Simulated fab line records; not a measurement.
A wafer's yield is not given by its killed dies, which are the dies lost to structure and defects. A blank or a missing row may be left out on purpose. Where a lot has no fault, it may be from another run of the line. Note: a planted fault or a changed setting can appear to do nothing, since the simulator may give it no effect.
A lot that was struck, set against a sound lot ; flow nand_harc ; 15 out of 1159 route steps
Sound: wafers L201.4, L201.5, L201.6. Struck: wafer L213.2. (L213.1, L213.5 of the same lot were not struck and are left out.) The cause comes at the end.
Per side, at each step with rows, come the tool, then ch with its chambers, and then its first start. Under that, the readings that differ: sound wafers ; struck wafers ; difference of the means ; sigmas: that difference in standard deviations of wafers without a fault.
alike: readings with means less than 2 such deviations apart, plus words and numbers identical on both sides. not compared: withheld readings, readings lacking a value on some wafer, bounds such as >300 that could conceal the same value, and numbers that have no deviation in the record and whose values overlap.
A row with sigmas, a row that says differs or no value, or rows on one side alone: a step with any of these is where the two part. When numbers do not overlap yet have no deviation, they are printed without sigmas and do not part them. Lack of a reading on every wafer of one side parts them only where that side has two or more wafers.

NHARC_A_CHANNEL_HOLE_D1_STRIP_27: strips in O2.
  sound on rie_diel-03 ch 0,1,3; struck on rie_diel-03 ch 1
  alike: drypump_motor_current_A, oes_product_au, rf_vpp_V, showerhead_plenum_p_Torr, throttle_valve_pct
  not compared: rf_hours_counter_h
then, 2 steps without rows for these wafers: NHARC_A_CHANNEL_HOLE_D1_PRECLEAN_28 (cleans in SC1); NHARC_A_CHANNEL_HOLE_D1_SRD_29.
NHARC_A_CHANNEL_HOLE_D1_CD_MEAS_30:
  sound on cd_sem-02 at day 8 16:56; struck on cd_sem-02 at day 11 23:11
reading;sound;struck;difference;sigmas
cd_nm (nm);90.1 90.3 89.0;91.8;+2.0;+2
NHARC_A_CHANNEL_HOLE_D1_XSEM_31:
  sound on xsem-02 ch 0, day 8 17:02; struck on xsem-01 ch 0, day 11 23:16
reading;sound;struck;difference;sigmas
bot_cd_nm (nm);75.0 75.0 73.5;77.8;+3.3;+3
bow_nm (nm);9.29 9.25 9.30;8.49;-0.79;-3
  alike: tilt_deg
NHARC_A_CHANNEL_HOLE_D1_INSPECT_40:
  sound on defect_inspect-01 at day 8 17:07; struck on defect_inspect-02 at day 11 23:22
  alike: raw_defect_count
then, 2 steps without rows for these wafers: NHARC_A_CHANNEL_FILL_D1_PRECLEAN_00 (cleans in SC1); NHARC_A_CHANNEL_FILL_D1_SRD_01.
NHARC_A_CHANNEL_FILL_D1_ALD_02: deposits SiO2, target thk 6 nm, pulse time 10 s, ald cycles 60.
  sound on ald_hk-03 ch 0,1,2, day 8 17:32; struck on ald_hk-03 ch 3, day 11 23:34
  alike: heater_power_w, precursor_pulse_height_rel
  not compared: ald_cycles
then, 1 step without rows for these wafers: NHARC_A_CHANNEL_FILL_D1_ALD_03 (deposits SiNx, target thk 6 nm, pulse time 60 s, ald cycles 58).
NHARC_A_CHANNEL_FILL_D1_ALD_14: deposits SiO2, target thk 2.5 nm, pulse time 10 s, ald cycles 25.
  sound on ald_hk-03 ch 0,1, day 9 00:54; struck on ald_hk-04 ch 1, day 12 06:35
  alike: heater_power_w, precursor_pulse_height_rel
  not compared: ald_cycles
NHARC_A_CHANNEL_FILL_D1_ALD_15: deposits SiNx, target thk 2 nm, pulse time 60 s, ald cycles 19.
  sound on ald_sin_batch-01 ch 0; struck on ald_sin_batch-01 ch 0
  alike: chamber_pressure_Torr, precursor_pulse_height_rel
  not compared: ald_cycles
NHARC_A_CHANNEL_FILL_D1_ALD_16: deposits SiO2, target thk 1.5 nm, pulse time 10 s, ald cycles 15.
  sound on ald_hk-04 ch 1,2,3, day 9 06:10; struck on ald_hk-03 ch 3, day 12 11:32
reading;sound;struck;difference;sigmas
ald_cycles;15 15 15;17;+2;
  alike: heater_power_w, precursor_pulse_height_rel
then, 1 step without rows for these wafers: NHARC_A_CHANNEL_FILL_D1_ANNEAL_17 (time 1800 s).
NHARC_END_SORT_01:
  the record has rows for the sound wafers here (prober-01 ch 0, day 18 22:56) and none for the struck ones

== WHERE THEY PART ==
At NHARC_A_CHANNEL_HOLE_D1_CD_MEAS_30 first; at NHARC_END_SORT_01 last (within this record only).

WHY: the cause the simulator had injected
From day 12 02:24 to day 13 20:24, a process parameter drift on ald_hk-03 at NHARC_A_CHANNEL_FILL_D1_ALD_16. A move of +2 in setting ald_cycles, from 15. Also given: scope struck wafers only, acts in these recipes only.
